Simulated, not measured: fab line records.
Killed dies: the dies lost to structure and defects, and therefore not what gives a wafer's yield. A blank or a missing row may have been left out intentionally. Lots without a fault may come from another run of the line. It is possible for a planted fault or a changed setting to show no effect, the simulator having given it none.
fab line records    flow n5-finfet
record lots=24  wafers=72  last-day=17
route steps=1938 shown BEOL_M5@1114
lots untouched by any fault: they come from a run of this same line in which no faults occurred
start-h: the number of hours between the record's first day and the start of the first shown wafer of the lot    wait-h: how many hours have passed since the lot's step before this one    " repeats the value in the row above    L1.1+2: a single row standing in for several wafers    - no value, or no start was given    * or withheld: withheld    < > ~ a bound
route shown NAME@n: names a module that has steps shown in the file, with the first one's number in the route    usual: mean and standard deviation over wafers with no fault    same: alike in all rows    chamber/n: place in a boat    sites: per-site readings    _std_site: how widely they spread, as a standard deviation    _edge_site: mean of outer sites minus mean of inner sites    radius-mm: how far each site lies from the wafer's centre    mask NAME#n: copy n    behind: tool/chamber where the wafer was last shaped    hold: the reason the lot was held/the length of the hold in hours/how it ended    device: whichever transistor did not switch (one of n, p or np)    end of line: tests run on the same wafers once the route is complete    where a step has no rows: the recipe by itself    killed: count of dies lost to structure and defects at first sort (not the wafer's yield)    map: a wafer's dies, x killed, . not, _ none there
set.NAME: setting as actually run; set.NAME@STEP: the setting as run at that earlier step    model.NAME: the simulator's own value behind a step, which no gauge read
route steps across a sampled set of lots; one table per step, one row per wafer
services: when a tool's chamber went out of use (start-h, in hours from the record's first day, below 0 if earlier), for how many hours, and the reason
## steps
# step N5_BEOL_M5_THK_MEAS_01
# recipe reads=SiCOH_lowk_of_BEOL_M5_ILD_DEP_00
# usual M5_ILD_THK=121.2/1.6
lot.wafer  tool           chamber  start-h  wait-h  M5_ILD_THK[nm]
L074.2     film-metro-02  -        164.69   0.4     120.3
L074.3     "              -        "        "       119.9
L074.5     "              -        "        "       122.5
L075.3     film-metro-01  -        168.86   0.5     118.6
L075.4     "              -        "        "       120.1
L075.6     "              -        "        "       120.8
L077.1     film-metro-01  -        185.33   0.4     119.6
L077.3     "              -        "        "       119.2
L077.4     "              -        "        "       122.0
L076.3     film-metro-01  -        188.28   0.3     123.0
L076.4     "              -        "        "       124.3
L076.6     "              -        "        "       124.1
L078.1     film-metro-01  -        191.05   0.4     121.4
L078.3     "              -        "        "       120.0
L078.5     "              -        "        "       122.0
L079.1     film-metro-02  -        207.65   0.8     119.9
L079.4     "              -        "        "       124.5
L079.6     "              -        "        "       120.5
L081.1     film-metro-02  -        208.72   0.4     122.1
L081.2     "              -        "        "       121.5
L081.3     "              -        "        "       120.6
L080.1     film-metro-02  -        210.24   0.4     119.6
L080.2     "              -        "        "       119.8
L080.4     "              -        "        "       122.3
L082.2     film-metro-02  -        213.29   0.4     120.9
L082.4     "              -        "        "       120.4
L082.6     "              -        "        "       120.8
L083.3     film-metro-01  -        233.03   0.3     122.0
L083.5     "              -        "        "       122.8
L083.6     "              -        "        "       124.8
L084.3     film-metro-01  -        236.19   0.3     119.1
L084.4     "              -        "        "       122.0
L084.5     "              -        "        "       120.5
L085.3     film-metro-02  -        239.40   0.3     123.9
L085.5     "              -        "        "       121.0
L085.6     "              -        "        "       122.6
L086.2     film-metro-01  -        239.88   0.4     122.9
L086.3     "              -        "        "       121.8
L086.5     "              -        "        "       124.8
L088.3     film-metro-02  -        255.87   0.3     123.4
L088.4     "              -        "        "       119.9
L088.6     "              -        "        "       118.7
L087.2     film-metro-01  -        259.05   0.4     118.9
L087.3     "              -        "        "       119.2
L087.4     "              -        "        "       122.3
L089.4     film-metro-02  -        264.00   0.4     123.0
L089.5     "              -        "        "       121.5
L089.6     "              -        "        "       122.4
L090.3     film-metro-02  -        265.17   0.3     120.0
L090.4     "              -        "        "       121.3
L090.5     "              -        "        "       121.1
L091.1     film-metro-02  -        270.99   0.4     121.0
L091.2     "              -        "        "       118.9
L091.5     "              -        "        "       121.6
L093.1     film-metro-01  -        288.95   0.4     120.9
L093.2     "              -        "        "       119.3
L093.3     "              -        "        "       117.8
L092.1     film-metro-01  -        289.25   0.4     119.3
L092.2     "              -        "        "       119.3
L092.3     "              -        "        "       120.6
L094.2     film-metro-02  -        292.73   0.4     120.4
L094.4     "              -        "        "       122.8
L094.5     "              -        "        "       122.0
L095.1     film-metro-01  -        293.47   0.4     123.3
L095.2     "              -        "        "       119.0
L095.3     "              -        "        "       121.3
L096.2     film-metro-01  -        296.80   0.4     120.1
L096.3     "              -        "        "       120.3
L096.4     "              -        "        "       120.5
L097.1     film-metro-02  -        299.92   0.4     119.0
L097.3     "              -        "        "       120.1
L097.6     "              -        "        "       121.6
# step N5_BEOL_M5_ETCH_72
# recipe chemistry=N2/H2  target=underlayer  target-depth-a=65  mask-material=CAR-EUV  time-s=5.2  ion-energy-ev=200  pressure-mtorr=30  source-w=840  bias-w=150  n2-flow-sccm=200  h2-flow-sccm=200  ends=cleared
# usual drypump-motor-current-A=5.8/0.42  etch-rf-on-time-s=5.17/0.12  oes-product-au=0.67/0.076  rf-vpp-V=523.9/2.2  showerhead-plenum-p-Torr=2.55/0.067  throttle-valve-pct=18.0/0.33
lot.wafer  tool         chamber  start-h  wait-h  drypump-motor-current-A  etch-rf-on-time-s  oes-product-au  rf-hours-counter-h  rf-vpp-V  showerhead-plenum-p-Torr  throttle-valve-pct
L074.2     rie-diel-04  3        167.50   0.0     5.4                      5.11               0.79            25                  524.6     2.60                      17.6
L074.3     "            1        "        "       6.4                      5.07               0.77            39                  524.6     2.57                      17.8
L074.5     "            0        "        "       5.4                      4.99               0.67            -                   523.0     2.46                      18.0
L075.3     rie-diel-04  0        169.68   0.0     5.4                      5.00               0.67            125                 519.7     2.46                      18.0
L075.4     "            1        "        "       6.4                      5.10               0.76            -                   524.3     2.57                      17.8
L075.6     "            0        "        "       5.4                      4.98               0.68            -                   521.3     2.46                      18.1
L077.1     rie-diel-02  0        187.68   0.0     6.1                      5.22               0.57            255                 526.7     2.59                      18.1
L077.3     "            1        "        "       6.3                      5.49               0.56            -                   519.7     2.40                      18.3
L077.4     "            0        "        "       6.1                      5.15               0.59            -                   524.8     2.59                      18.1
L076.3     rie-diel-05  1        189.32   0.0     5.9                      5.11               0.73            43                  523.2     2.47                      17.5
L076.4     "            0        "        "       5.0                      5.20               0.67            128                 523.6     2.56                      18.3
L076.6     "            0        "        "       5.0                      5.25               0.67            -                   526.7     2.56                      18.3
L078.1     rie-diel-04  2        191.99   0.0     5.3                      5.05               0.83            5                   525.8     2.61                      17.6
L078.3     "            3        "        "       5.4                      5.10               0.75            34                  524.6     2.59                      17.6
L078.5     "            3        "        "       5.4                      5.10               0.76            -                   522.9     2.59                      17.6
L079.1     rie-diel-04  3        209.06   0.0     5.4                      5.11               0.75            39                  524.0     2.59                      17.7
L079.4     "            0        "        "       5.4                      4.98               0.67            138                 522.6     2.45                      18.1
L079.6     "            1        "        "       6.5                      5.08               0.74            -                   522.1     2.56                      17.8
L081.1     rie-diel-04  1        211.56   0.0     6.4                      5.13               0.73            54                  522.3     2.56                      17.8
L081.2     "            0        "        "       5.4                      5.03               0.67            139                 522.1     2.45                      18.0
L081.3     "            3        "        "       5.4                      5.14               0.75            40                  525.3     2.59                      17.7
L080.1     rie-diel-05  2        211.90   0.0     6.0                      5.15               0.68            111                 522.5     2.55                      17.9
L080.2     "            0        "        "       5.0                      5.31               0.66            137                 524.8     2.56                      18.3
L080.4     "            3        "        "       5.8                      5.41               0.62            180                 526.4     2.64                      18.4
L082.2     rie-diel-05  0        215.40   0.0     5.0                      5.29               0.67            138                 523.9     2.56                      18.3
L082.4     "            3        "        "       5.8                      5.32               0.63            182                 526.9     2.64                      18.4
L082.6     "            2        "        "       5.9                      5.03               0.69            -                   524.6     2.55                      17.9
L083.3     rie-diel-04  3        235.22   0.0     5.4                      5.08               0.74            48                  525.1     2.59                      17.7
L083.5     "            3        "        "       5.4                      5.09               0.74            -                   524.4     2.59                      17.7
L083.6     "            0        "        "       5.4                      4.98               0.66            -                   521.7     2.45                      18.1
L084.3     rie-diel-04  1        238.04   0.0     6.4                      5.04               0.72            61                  524.0     2.56                      17.8
L084.4     "            0        "        "       5.4                      4.95               0.66            148                 519.5     2.45                      18.1
L084.5     "            1        "        "       6.5                      5.02               0.72            -                   522.7     2.56                      17.8
L085.3     rie-diel-02  0        242.07   0.0     6.1                      5.21               0.56            276                 526.3     2.58                      18.1
L085.5     "            3        "        "       5.7                      5.17               0.58            -                   525.2     2.51                      18.4
L085.6     "            2        "        "       5.9                      5.26               0.63            -                   523.9     2.54                      18.4
L086.2     rie-diel-04  1        242.11   0.0     6.5                      5.03               0.73            62                  524.9     2.56                      17.8
L086.3     "            3        "        "       5.4                      5.10               0.75            50                  527.6     2.58                      17.7
L086.5     "            1        "        "       6.4                      5.09               0.73            -                   523.8     2.56                      17.8
L088.3     rie-diel-02  0        258.25   0.0     6.1                      5.25               0.56            283                 525.1     2.58                      18.1
L088.4     "            0        "        "       6.1                      5.28               0.55            -                   526.3     2.58                      18.1
L088.6     "            2        "        "       6.0                      5.21               0.62            -                   523.7     2.54                      18.4
L087.2     rie-diel-05  3        261.72   0.0     5.8                      5.32               0.61            196                 525.2     2.63                      18.4
L087.3     "            1        "        "       5.9                      5.20               0.72            64                  519.6     2.46                      17.5
L087.4     "            2        "        "       6.0                      5.02               0.67            126                 524.3     2.55                      17.9
L089.4     rie-diel-02  3        266.45   0.0     5.7                      5.12               0.57            -                   521.6     2.51                      18.4
L089.5     "            2        "        "       5.9                      5.20               0.62            -                   523.4     2.54                      18.4
L089.6     "            3        "        "       5.7                      5.13               0.56            -                   523.2     2.51                      18.4
L090.3     rie-diel-02  2        266.79   0.0     6.0                      5.27               0.61            -                   523.1     2.54                      18.4
L090.4     "            3        "        "       5.7                      5.23               0.56            -                   523.3     2.51                      18.4
L090.5     "            3        "        "       5.7                      5.25               0.56            -                   523.0     2.51                      18.4
L091.1     rie-diel-05  2        275.07   0.0     5.9                      5.08               0.66            130                 524.8     2.54                      17.9
L091.2     "            1        "        "       5.8                      5.21               0.71            68                  519.2     2.46                      17.6
L091.5     "            1        "        "       5.8                      5.23               0.70            -                   525.0     2.46                      17.6
L093.1     rie-diel-02  1        290.90   0.0     6.3                      5.32               0.80            7                   529.5     2.73                      17.7
L093.2     "            2        "        "       6.0                      5.24               0.61            181                 523.8     2.54                      18.4
L093.3     "            3        "        "       5.7                      5.22               0.56            282                 522.4     2.50                      18.5
L092.1     rie-diel-05  1        291.12   0.0     5.8                      5.19               0.70            74                  520.3     2.46                      17.6
L092.2     "            0        "        "       5.0                      5.26               0.64            161                 523.6     2.55                      18.3
L092.3     "            2        "        "       5.9                      5.08               0.66            136                 525.1     2.54                      18.0
L094.2     rie-diel-05  2        293.63   0.0     6.0                      5.03               0.66            137                 524.9     2.54                      17.9
L094.4     "            0        "        "       5.0                      5.17               0.66            161                 522.5     2.55                      18.4
L094.5     "            3        "        "       5.8                      5.22               0.62            -                   528.0     2.63                      18.4
L095.1     rie-diel-02  2        294.84   0.0     5.9                      5.24               0.61            182                 522.2     2.54                      18.4
L095.2     "            1        "        "       6.3                      5.30               0.80            8                   528.9     2.73                      17.8
L095.3     "            3        "        "       5.8                      5.19               0.56            283                 520.2     2.50                      18.4
L096.2     rie-diel-02  1        299.83   0.0     6.3                      5.31               0.79            10                  528.5     2.73                      17.8
L096.3     "            2        "        "       6.0                      5.24               0.59            184                 524.7     2.54                      18.4
L096.4     "            2        "        "       6.0                      5.28               0.60            -                   525.7     2.54                      18.4
L097.1     rie-diel-05  3        301.10   0.0     5.9                      5.27               0.61            208                 527.2     2.63                      18.4
L097.3     "            2        "        "       5.9                      5.02               0.66            139                 523.5     2.54                      17.9
L097.6     "            3        "        "       5.8                      5.26               0.61            -                   525.2     2.63                      18.4
# step N5_BEOL_M5_STRIP_64
# recipe chemistry=CF4  resist=SiARC  power-w=300  bias-power-w=75  pressure-mtorr=50  cf4-flow-sccm=150  rf-frequency-hz=6e+07
# usual drypump-motor-current-A=5.7/0.42  oes-product-au=0.78/0.083  rf-vpp-V=271.4/1.4  showerhead-plenum-p-Torr=1.80/0.044  throttle-valve-pct=13.7/0.3
lot.wafer  tool         chamber  start-h  wait-h  drypump-motor-current-A  oes-product-au  rf-hours-counter-h  rf-vpp-V  showerhead-plenum-p-Torr  throttle-valve-pct
L074.2     rie-diel-04  3        167.67   0.0     5.4                      0.90            25                  272.5     1.83                      13.3
L074.3     "            1        "        "       6.4                      0.86            39                  271.7     1.82                      13.6
L074.5     "            0        "        "       5.4                      0.77            -                   270.6     1.73                      13.5
L075.3     rie-diel-04  0        169.86   0.0     5.4                      0.77            125                 269.7     1.73                      13.5
L075.4     "            1        "        "       6.4                      0.87            -                   272.3     1.82                      13.6
L075.6     "            0        "        "       5.4                      0.77            -                   270.6     1.73                      13.5
L077.1     rie-diel-02  0        187.94   0.0     6.0                      0.67            255                 271.7     1.84                      14.0
L077.3     "            1        "        "       6.3                      0.68            -                   268.5     1.68                      13.9
L077.4     "            0        "        "       6.1                      0.68            -                   272.2     1.84                      14.0
L076.3     rie-diel-05  1        189.49   0.0     5.8                      0.85            44                  272.0     1.76                      13.4
L076.4     "            0        "        "       5.0                      0.79            128                 270.6     1.79                      13.8
L076.6     "            0        "        "       4.9                      0.78            -                   272.1     1.79                      13.8
L078.1     rie-diel-04  2        192.16   0.0     5.3                      0.94            5                   271.6     1.84                      13.2
L078.3     "            3        "        "       5.4                      0.88            34                  271.9     1.82                      13.3
L078.5     "            3        "        "       5.4                      0.87            -                   273.1     1.82                      13.3
L079.1     rie-diel-04  3        209.23   0.0     5.4                      0.87            39                  272.8     1.82                      13.3
L079.4     "            0        "        "       5.4                      0.75            138                 270.8     1.72                      13.5
L079.6     "            1        "        "       6.4                      0.85            -                   272.6     1.82                      13.6
L081.1     rie-diel-04  1        211.73   0.0     6.4                      0.85            55                  272.6     1.82                      13.6
L081.2     "            0        "        "       5.4                      0.76            139                 270.4     1.72                      13.5
L081.3     "            3        "        "       5.4                      0.86            40                  271.6     1.82                      13.3
L080.1     rie-diel-05  2        212.07   0.0     5.9                      0.78            111                 271.5     1.80                      13.6
L080.2     "            0        "        "       5.0                      0.79            137                 270.7     1.79                      13.9
L080.4     "            3        "        "       5.8                      0.74            181                 271.6     1.85                      13.9
L082.2     rie-diel-05  0        215.57   0.0     5.0                      0.78            138                 271.8     1.79                      13.9
L082.4     "            3        "        "       5.8                      0.74            182                 273.1     1.85                      14.0
L082.6     "            2        "        "       5.9                      0.77            -                   271.6     1.80                      13.6
L083.3     rie-diel-04  3        235.39   0.0     5.4                      0.85            48                  271.9     1.82                      13.3
L083.5     "            3        "        "       5.4                      0.85            -                   270.3     1.82                      13.3
L083.6     "            0        "        "       5.4                      0.74            -                   268.9     1.72                      13.6
L084.3     rie-diel-04  1        238.21   0.0     6.4                      0.83            61                  272.4     1.82                      13.6
L084.4     "            0        "        "       5.4                      0.75            148                 270.1     1.72                      13.5
L084.5     "            1        "        "       6.4                      0.84            -                   271.6     1.82                      13.6
L085.3     rie-diel-02  0        242.24   0.0     6.1                      0.66            276                 271.7     1.83                      14.0
L085.5     "            3        "        "       5.7                      0.66            -                   270.4     1.76                      14.0
L085.6     "            2        "        "       5.9                      0.73            -                   272.4     1.81                      14.0
L086.2     rie-diel-04  1        242.28   0.0     6.5                      0.83            62                  272.7     1.82                      13.6
L086.3     "            3        "        "       5.4                      0.86            50                  272.8     1.82                      13.3
L086.5     "            1        "        "       6.4                      0.84            -                   270.0     1.82                      13.6
L088.3     rie-diel-02  0        258.42   0.0     6.1                      0.65            283                 272.4     1.83                      14.1
L088.4     "            0        "        "       6.1                      0.65            -                   270.9     1.83                      14.1
L088.6     "            2        "        "       6.0                      0.72            -                   271.9     1.80                      14.0
L087.2     rie-diel-05  3        261.89   0.0     5.9                      0.73            196                 273.4     1.85                      14.0
L087.3     "            1        "        "       5.8                      0.82            65                  270.9     1.76                      13.4
L087.4     "            2        "        "       5.9                      0.76            126                 270.5     1.80                      13.6
L089.4     rie-diel-02  3        266.71   0.0     5.7                      0.66            -                   269.1     1.76                      14.0
L089.5     "            2        "        "       6.0                      0.72            -                   273.4     1.80                      14.0
L089.6     "            3        "        "       5.7                      0.66            -                   271.4     1.76                      14.1
L090.3     rie-diel-02  2        267.05   0.0     5.9                      0.72            -                   272.9     1.80                      14.0
L090.4     "            3        "        "       5.7                      0.66            -                   269.8     1.76                      14.1
L090.5     "            3        "        "       5.7                      0.66            -                   271.8     1.76                      14.1
L091.1     rie-diel-05  2        275.24   0.0     5.9                      0.76            130                 273.0     1.80                      13.6
L091.2     "            1        "        "       5.8                      0.82            68                  269.0     1.76                      13.4
L091.5     "            1        "        "       5.8                      0.82            -                   269.9     1.76                      13.4
L093.1     rie-diel-02  1        291.07   0.0     6.3                      0.95            7                   275.0     1.89                      13.3
L093.2     "            2        "        "       6.0                      0.71            181                 270.3     1.80                      14.0
L093.3     "            3        "        "       5.7                      0.65            282                 269.7     1.76                      14.1
L092.1     rie-diel-05  1        291.29   0.0     5.8                      0.80            74                  269.6     1.75                      13.4
L092.2     "            0        "        "       5.0                      0.76            161                 270.5     1.78                      13.9
L092.3     "            2        "        "       5.9                      0.76            136                 272.6     1.79                      13.7
L094.2     rie-diel-05  2        293.80   0.0     5.9                      0.76            137                 271.2     1.80                      13.7
L094.4     "            0        "        "       5.0                      0.76            162                 272.0     1.78                      13.9
L094.5     "            3        "        "       5.9                      0.72            -                   273.2     1.84                      14.0
L095.1     rie-diel-02  2        295.01   0.0     5.9                      0.71            182                 271.8     1.80                      14.0
L095.2     "            1        "        "       6.3                      0.94            8                   273.2     1.89                      13.3
L095.3     "            3        "        "       5.7                      0.65            283                 270.3     1.76                      14.1
L096.2     rie-diel-02  1        300.00   0.0     6.3                      0.93            10                  274.6     1.89                      13.3
L096.3     "            2        "        "       5.9                      0.71            184                 268.9     1.80                      14.0
L096.4     "            2        "        "       5.9                      0.71            -                   272.0     1.80                      14.1
L097.1     rie-diel-05  3        301.27   0.0     5.8                      0.70            208                 272.4     1.84                      14.0
L097.3     "            2        "        "       6.0                      0.76            139                 270.2     1.79                      13.7
L097.6     "            3        "        "       5.8                      0.71            -                   273.8     1.84                      14.0
# step N5_BEOL_M5_PRE_CLEAN_45
# recipe gas=H2/He  time-s=30  temp-c=250
# usual heater-power-w=339/35
lot.wafer  tool            chamber  start-h  wait-h  heater-power-w
L074.2     pvd-sputter-02  -        171.41   0.0     328
L074.3     "               -        "        "       349
L074.5     "               -        "        "       380
L075.3     pvd-sputter-02  -        174.47   0.0     327
L075.4     "               -        "        "       345
L075.6     "               -        "        "       331
L077.1     pvd-sputter-03  -        190.55   0.0     285
L077.3     "               -        "        "       397
L077.4     "               -        "        "       359
L076.3     pvd-sputter-03  -        192.47   0.0     365
L076.4     "               -        "        "       274
L076.6     "               -        "        "       279
L078.1     pvd-sputter-02  -        196.45   0.0     386
L078.3     "               -        "        "       335
L078.5     "               -        "        "       325
L079.1     pvd-sputter-02  -        212.68   0.0     347
L079.4     "               -        "        "       394
L079.6     "               -        "        "       382
L081.1     pvd-sputter-03  -        215.43   0.0     359
L081.2     "               -        "        "       392
L081.3     "               -        "        "       281
L080.1     pvd-sputter-02  -        215.64   0.0     352
L080.2     "               -        "        "       392
L080.4     "               -        "        "       352
L082.2     pvd-sputter-02  -        221.17   0.0     354
L082.4     "               -        "        "       329
L082.6     "               -        "        "       342
L083.3     pvd-sputter-03  -        238.01   0.0     279
L083.5     "               -        "        "       282
L083.6     "               -        "        "       295
L084.3     pvd-sputter-02  -        242.61   0.0     340
L084.4     "               -        "        "       334
L084.5     "               -        "        "       328
L085.3     pvd-sputter-03  -        243.96   0.0     403
L085.5     "               -        "        "       365
L085.6     "               -        "        "       280
L086.2     pvd-sputter-02  -        244.05   0.0     340
L086.3     "               -        "        "       348
L086.5     "               -        "        "       373
L088.3     pvd-sputter-01  -        262.11   0.0     321
L088.4     "               -        "        "       343
L088.6     "               -        "        "       321
L087.2     pvd-sputter-02  -        265.04   0.0     351
L087.3     "               -        "        "       340
L087.4     "               -        "        "       327
L089.4     pvd-sputter-01  -        269.92   0.0     319
L089.5     "               -        "        "       338
L089.6     "               -        "        "       323
L090.3     pvd-sputter-01  -        270.00   0.0     343
L090.4     "               -        "        "       361
L090.5     "               -        "        "       339
L091.1     pvd-sputter-02  -        278.77   0.0     355
L091.2     "               -        "        "       346
L091.5     "               -        "        "       329
L093.1     pvd-sputter-03  -        292.87   0.0     361
L093.2     "               -        "        "       294
L093.3     "               -        "        "       398
L092.1     pvd-sputter-03  -        293.37   0.0     396
L092.2     "               -        "        "       360
L092.3     "               -        "        "       277
L095.1     pvd-sputter-03  -        299.85   0.0     291
L095.2     "               -        "        "       279
L095.3     "               -        "        "       404
L094.2     pvd-sputter-01  -        300.51   0.0     327
L094.4     "               -        "        "       364
L094.5     "               -        "        "       321
L097.1     pvd-sputter-02  -        303.33   0.0     327
L097.3     "               -        "        "       345
L097.6     "               -        "        "       342
L096.2     pvd-sputter-03  -        307.11   0.0     286
L096.3     "               -        "        "       352
L096.4     "               -        "        "       291
# step N5_BEOL_M5_ALD_86
# recipe material=TaN  target-thk-a=*  temp-c=275  ald-precursor-family=PDMAT  ald-co-reactant=NH3  pressure-torr=3  carrier-flow-sccm=1500  pulse-time-s=2  purge-time-s=3  co-reactant-purge-time-s=2  co-reactant-pulse-time-s=3  ald-cycles=30  precursor-vessel-temp-c=75  precursor-vessel-pressure-torr=26.25  precursor-vessel-carrier-sccm=1000
# usual heater-power-w=435/59
# same ald-cycles=30  co-reactant-pulse-time-s=3  pulse-time-s=2
lot.wafer  tool          chamber  start-h  wait-h  heater-power-w
L074.2     ald-metal-03  2        171.47   0.0     424
L074.3     "             1        "        "       382
L074.5     "             0        "        "       539
L075.3     ald-metal-03  2        174.53   0.0     420
L075.4     "             3        "        "       458
L075.6     "             0        "        "       531
L077.1     ald-metal-01  2        190.61   0.0     400
L077.3     "             3        "        "       400
L077.4     "             0        "        "       390
L076.3     ald-metal-04  0        192.53   0.0     399
L076.4     "             3        "        "       382
L076.6     "             2        "        "       470
L078.1     ald-metal-01  3        196.73   0.3     394
L078.3     "             0        "        "       390
L078.5     "             0        "        "       386
L079.1     ald-metal-04  0        212.97   0.3     402
L079.4     "             3        "        "       371
L079.6     "             1        "        "       567
L081.1     ald-metal-04  0        215.49   0.0     396
L081.2     "             2        "        "       462
L081.3     "             1        "        "       562
L080.1     ald-metal-03  2        215.70   0.0     426
L080.2     "             3        "        "       454
L080.4     "             0        "        "       533
L082.2     ald-metal-04  0        221.30   0.1     401
L082.4     "             3        "        "       377
L082.6     "             1        "        "       552
L083.3     ald-metal-04  3        238.07   0.0     383
L083.5     "             1        "        "       565
L083.6     "             2        "        "       459
L084.3     ald-metal-04  3        242.67   0.0     363
L084.4     "             0        "        "       394
L084.5     "             0        "        "       404
L085.3     ald-metal-01  0        244.05   0.1     389
L085.5     "             0        "        "       391
L085.6     "             1        "        "       410
L086.2     ald-metal-03  2        244.15   0.1     413
L086.3     "             3        "        "       462
L086.5     "             1        "        "       383
L088.3     ald-metal-04  2        262.23   0.1     463
L088.4     "             3        "        "       378
L088.6     "             2        "        "       465
L087.2     ald-metal-04  0        265.10   0.0     400
L087.3     "             3        "        "       373
L087.4     "             2        "        "       450
L089.4     ald-metal-01  0        269.98   0.0     394
L089.5     "             3        "        "       390
L089.6     "             2        "        "       391
L090.3     ald-metal-03  1        270.06   0.0     389
L090.4     "             0        "        "       524
L090.5     "             2        "        "       424
L091.1     ald-metal-04  1        278.92   0.1     558
L091.2     "             0        "        "       399
L091.5     "             0        "        "       403
L093.1     ald-metal-04  3        292.93   0.0     364
L093.2     "             2        "        "       476
L093.3     "             1        "        "       561
L092.1     ald-metal-04  3        293.47   0.1     390
L092.2     "             0        "        "       406
L092.3     "             1        "        "       559
L095.1     ald-metal-03  2        299.93   0.1     421
L095.2     "             3        "        "       467
L095.3     "             1        "        "       387
L094.2     ald-metal-01  2        300.57   0.0     394
L094.4     "             1        "        "       412
L094.5     "             1        "        "       420
L097.1     ald-metal-03  0        303.55   0.2     529
L097.3     "             1        "        "       388
L097.6     "             3        "        "       477
L096.2     ald-metal-01  0        307.18   0.0     400
L096.3     "             2        "        "       384
L096.4     "             1        "        "       409
# step N5_BEOL_M5_ANNEAL_82
# recipe temp-c=400  time-s=1800  ambient=vacuum
# usual heater-power-w=850/87
lot.wafer  tool            chamber  start-h  wait-h  heater-power-w
L074.2     pvd-sputter-03  -        173.13   0.0     732
L074.3     "               -        "        "       996
L074.5     "               -        "        "       1021
L075.3     pvd-sputter-02  -        176.20   0.0     878
L075.4     "               -        "        "       953
L075.6     "               -        "        "       847
L077.1     pvd-sputter-01  -        192.61   0.0     796
L077.3     "               -        "        "       892
L077.4     "               -        "        "       801
L076.3     pvd-sputter-03  -        194.32   0.0     732
L076.4     "               -        "        "       920
L076.6     "               -        "        "       996
L078.1     pvd-sputter-01  -        198.63   0.0     793
L078.3     "               -        "        "       783
L078.5     "               -        "        "       781
L079.1     pvd-sputter-01  -        215.63   0.0     911
L079.4     "               -        "        "       773
L079.6     "               -        "        "       778
L081.1     pvd-sputter-02  -        217.79   0.0     825
L081.2     "               -        "        "       861
L081.3     "               -        "        "       866
L080.1     pvd-sputter-03  -        219.77   0.0     892
L080.2     "               -        "        "       728
L080.4     "               -        "        "       998
L082.2     pvd-sputter-02  -        223.02   0.0     832
L082.4     "               -        "        "       983
L082.6     "               -        "        "       855
L083.3     pvd-sputter-03  -        239.83   0.0     727
L083.5     "               -        "        "       713
L083.6     "               -        "        "       740
L084.3     pvd-sputter-01  -        244.39   0.0     806
L084.4     "               -        "        "       838
L084.5     "               -        "        "       878
L085.3     pvd-sputter-02  -        247.26   0.0     955
L085.5     "               -        "        "       851
L085.6     "               -        "        "       869
L086.2     pvd-sputter-03  -        247.38   0.0     909
L086.3     "               -        "        "       1022
L086.5     "               -        "        "       988
L088.3     pvd-sputter-01  -        263.86   0.0     884
L088.4     "               -        "        "       826
L088.6     "               -        "        "       815
L087.2     pvd-sputter-02  -        266.76   0.0     844
L087.3     "               -        "        "       956
L087.4     "               -        "        "       878
L089.4     pvd-sputter-01  -        271.68   0.0     811
L089.5     "               -        "        "       894
L089.6     "               -        "        "       789
L090.3     pvd-sputter-03  -        271.80   0.0     905
L090.4     "               -        "        "       732
L090.5     "               -        "        "       682
L091.1     pvd-sputter-01  -        280.69   0.0     815
L091.2     "               -        "        "       804
L091.5     "               -        "        "       883
L093.1     pvd-sputter-03  -        294.74   0.0     708
L093.2     "               -        "        "       738
L093.3     "               -        "        "       984
L092.1     pvd-sputter-02  -        295.52   0.0     988
L092.2     "               -        "        "       828
L092.3     "               -        "        "       854
L095.1     pvd-sputter-01  -        302.01   0.0     798
L095.2     "               -        "        "       849
L095.3     "               -        "        "       775
L094.2     pvd-sputter-03  -        303.25   0.0     1006
L094.4     "               -        "        "       689
L094.5     "               -        "        "       991
L097.1     pvd-sputter-02  -        306.12   0.0     868
L097.3     "               -        "        "       955
L097.6     "               -        "        "       863
L096.2     pvd-sputter-03  -        308.98   0.0     880
L096.3     "               -        "        "       716
L096.4     "               -        "        "       1030
## services
tool          chamber  start-h  hours  kind
rie-diel-04   2        157.48   -      clean
rie-diel-04   2        157.48   -      consumable-replace:focus-ring
rie-diel-04   2        157.48   18.5   scheduled-down
rie-diel-04   2        157.48   18.5   vent-cycle
rie-diel-05   1        190.32   5.2    repair
ald-metal-04  -        200.52   0.5    repair
ald-metal-01  2        230.46   4.9    repair
rie-diel-05   2        233.75   3.4    repair
ald-metal-03  -        235.33   6.0    pm
rie-diel-02   1        255.03   -      clean
rie-diel-02   1        255.03   -      consumable-replace:focus-ring
rie-diel-02   1        255.03   -      consumable-replace:showerhead
rie-diel-02   1        255.03   15.8   scheduled-down
rie-diel-02   1        255.03   15.8   vent-cycle
rie-diel-02   -        256.05   0.7    repair
rie-diel-02   0        260.26   18.6   repair
rie-diel-02   0        278.93   -      clean
rie-diel-02   0        278.93   -      consumable-replace:focus-ring
rie-diel-02   0        278.93   18.1   scheduled-down
rie-diel-02   0        278.93   18.1   vent-cycle
ald-metal-03  -        295.87   0.8    repair
rie-diel-02   3        297.04   -      clean
rie-diel-02   3        297.04   -      consumable-replace:focus-ring
rie-diel-02   3        297.04   21.5   scheduled-down
## key
fault none
